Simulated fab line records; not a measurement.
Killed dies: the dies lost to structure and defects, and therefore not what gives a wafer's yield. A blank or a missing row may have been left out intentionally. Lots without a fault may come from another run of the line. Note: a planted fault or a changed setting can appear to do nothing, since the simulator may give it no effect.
Matching of chambers || flow nandHarc || cmp-01 running NHARC_P_M1_CMP_23: 4 sister chambers
The step polishes, t overpolish 20 s, target thk 157.82 nm. 4 wafers are shown with their chamber, then 8 later ones without.

WAFERS WITH THEIR CHAMBER
{"wafer": "L082.1", "chamber": 2, "motorCurrentA (A)": 12.4}
{"wafer": "L082.4", "chamber": 0, "motorCurrentA (A)": 11.5}
{"wafer": "L086.5", "chamber": 3, "motorCurrentA (A)": 12.0}
{"wafer": "L089.1", "chamber": 1, "motorCurrentA (A)": 14.9}

WAFERS WHOSE CHAMBER IS MISSING
{"wafer": "L089.3", "motorCurrentA (A)": 12.1}
{"wafer": "L089.4", "motorCurrentA (A)": 11.2}
{"wafer": "L091.4", "motorCurrentA (A)": 10.9}
{"wafer": "L091.5", "motorCurrentA (A)": 12.2}
{"wafer": "L091.6", "motorCurrentA (A)": 11.2}
{"wafer": "L097.1", "motorCurrentA (A)": 15.1}
{"wafer": "L097.3", "motorCurrentA (A)": 10.9}
{"wafer": "L097.6", "motorCurrentA (A)": 12.6}

WHICH CHAMBER EACH WENT THROUGH
{"wafer": "L089.3", "from the rows above": "can't be placed: 3 or 2 or 0", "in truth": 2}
{"wafer": "L089.4", "from the rows above": "can't be placed: 0 or 3", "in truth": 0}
{"wafer": "L091.4", "from the rows above": "can't be placed: 0 or 3", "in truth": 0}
{"wafer": "L091.5", "from the rows above": "can't be placed: 3 or 2 or 0", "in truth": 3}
{"wafer": "L091.6", "from the rows above": "can't be placed: 0 or 3", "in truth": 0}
{"wafer": "L097.1", "from the rows above": 1, "in truth": 1}
{"wafer": "L097.3", "from the rows above": "can't be placed: 0 or 3", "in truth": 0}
{"wafer": "L097.6", "from the rows above": "can't be placed: 2 or 3", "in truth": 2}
Correct placement for 1 of the 8. From these rows, 7 cannot be placed; in 7 the true chamber is one of the candidates. Placed wrongly: 0.
How it was worked out, from the rows above alone: a wafer's distance from a chamber is the root of the sum, over the readings, of the square of ((its reading less the chamber's mean) divided by the reading's scatter). The wafer belongs to the nearest chamber; if the next one is less than 2 further off, it can't be placed. Each chamber's mean is taken over the wafers shown for it. The scatter (one wafer shown for each chamber): square how far every hidden wafer sits from the nearest shown wafer, average those squares and take the square root.
